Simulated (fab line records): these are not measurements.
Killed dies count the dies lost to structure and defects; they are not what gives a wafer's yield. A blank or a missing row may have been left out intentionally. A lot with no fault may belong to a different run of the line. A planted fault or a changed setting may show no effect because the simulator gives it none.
Struck lot and sound lot, side by side / flow n5 finfet / 15 steps out of a route of 1938
Sound: wafers L211.1, L211.2, L211.4. Struck: wafer L215.3 (left out: L215.1, L215.4 of the same lot, which were not struck); the cause appears at the end.
At each step with rows: each side's tool, then ch and its chambers, then its first start. Under that, the readings that differ: sound wafers / struck wafers / difference of the means / sigmas: that difference in standard deviations of wafers without a fault.
alike: a reading whose means differ by less than 2 such deviations, as well as words and numbers matching on both sides. not compared: withheld readings; readings where some wafer has no value; bounds like >300 that might hide an equal value; numbers whose values overlap and for which the record gives no deviation.
Wherever a step has rows on one side only, a row that says differs or no value, or a row with sigmas, the two part there. Numbers that have no deviation but don't overlap get no sigmas and don't part them. A reading that every wafer of one side lacks parts them only if that side has two wafers or more.

first, 7 steps without rows for these wafers: N5_BEOL_M9_COAT_60 (time 60 s, resist thk 30 nm); N5_BEOL_M9_COAT_05 (resist thk 90 nm); N5_BEOL_M9_EBR_07; N5_BEOL_M9_SOFTBAKE_06 (time 60 s); N5_BEOL_M9_EXPOSE_08 (exposes mask M9); N5_BEOL_M9_PEB_09 (peb time 60 s); N5_BEOL_M9_DEVELOP_10 (develop time 30 s).
N5_BEOL_M9_CD_MEAS_11 targets a cd of 64.1 nm.
  sound on cd sem-03 ch 0, day 11 19:12; struck on cd sem-03 ch 0, day 13 05:07
  alike: cd nm
N5_BEOL_M9_OVL_MEAS_12:
  sound on overlay-01 ch 0, day 11 19:14; struck on overlay-01 ch 0, day 13 05:09
  alike: M9_OVL
N5_BEOL_M9_INSPECT_13: inspects for defects (brightfield).
  sound on defect inspect-02, day 11 19:16; struck on defect inspect-02, day 13 05:11
reading=raw defect count; sound=620 526 557; struck=280; difference=-288; sigmas=-3
N5_BEOL_M9_DESCUM_16: chemistry O2, time 7.9 s.
  sound on rie diel-03 ch 0,1,3, day 11 19:38; struck on rie diel-03 ch 3, day 13 05:13
  alike: drypump motor current A, oes product au, rf vpp V, showerhead plenum p Torr, throttle valve pct
  not compared: rf hours counter h
N5_BEOL_M9_ETCH_61: etches SiARC in CF4, target depth 39 nm, time 65 s.
  sound on rie diel-03 ch 0,1,3, day 11 19:40; struck on rie diel-03 ch 3, day 13 05:15
reading=etch rf on time s (s); sound=65.4 65.5 67.2; struck=64.0; difference=-2.0; sigmas=-2
  alike: drypump motor current A, oes product au, rf fwd power W, rf vpp V, showerhead plenum p Torr, throttle valve pct
  not compared: rf hours counter h
N5_BEOL_M9_ETCH_62: etches SOC in N2/H2, target depth 110 nm, overetch 22 nm, time 165 s.
  sound on rie diel-03 ch 0,1,3, day 11 19:43; struck on rie diel-03 ch 3, day 13 05:18
reading=rf fwd power W (W); sound=833.6 833.4 834.1; struck=632.1; difference=-201.6; sigmas=-84
reading=rf vpp V (V); sound=528 525 517; struck=577; difference=+54; sigmas=+18
reading=model.SiARC_of_BEOL_M9_COAT_60.thk nm (nm); sound=23.4 23.6 23.8; struck=24.2; difference=+0.6; sigmas=
reading=model.BEOL_M9.cd offset nm (nm); sound=0.2 0.6 0.4; struck=-0.6; difference=-1.0; sigmas=
  alike: drypump motor current A, oes product au, showerhead plenum p Torr, throttle valve pct
  not compared: rf hours counter h
then, 1 step without rows for these wafers: N5_BEOL_M9_STRIP_68 (strips in N2/H2).
-- the record jumps here: 2 days lie between the struck wafers' starts before and after (it left off in module BEOL_M9 and takes up again in module PASSIVATION, whose first step shown is number 1936 of the route) --
N5_PASSIVATION_PROBE_49:
  sound on prober-02, day 14 09:25; struck on prober-02, day 15 11:41
reading=killed at front end; sound=49; struck=22; difference=-27; sigmas=-2
reading=killed short; sound=46; struck=26; difference=-20; sigmas=-3
  alike: defect limited yield, killed_at_M0_to_M3, killed_at_M4_up, killed at contacts, killed at other, killed dies, killed open, sort_bin_5_function, sort_bin_6_memory, sort n pass, sort yield pct

## WHERE THEY PART
At N5_BEOL_M9_INSPECT_13 first; at N5_PASSIVATION_PROBE_49 last (within this record only).

WHY: what the simulator had put in
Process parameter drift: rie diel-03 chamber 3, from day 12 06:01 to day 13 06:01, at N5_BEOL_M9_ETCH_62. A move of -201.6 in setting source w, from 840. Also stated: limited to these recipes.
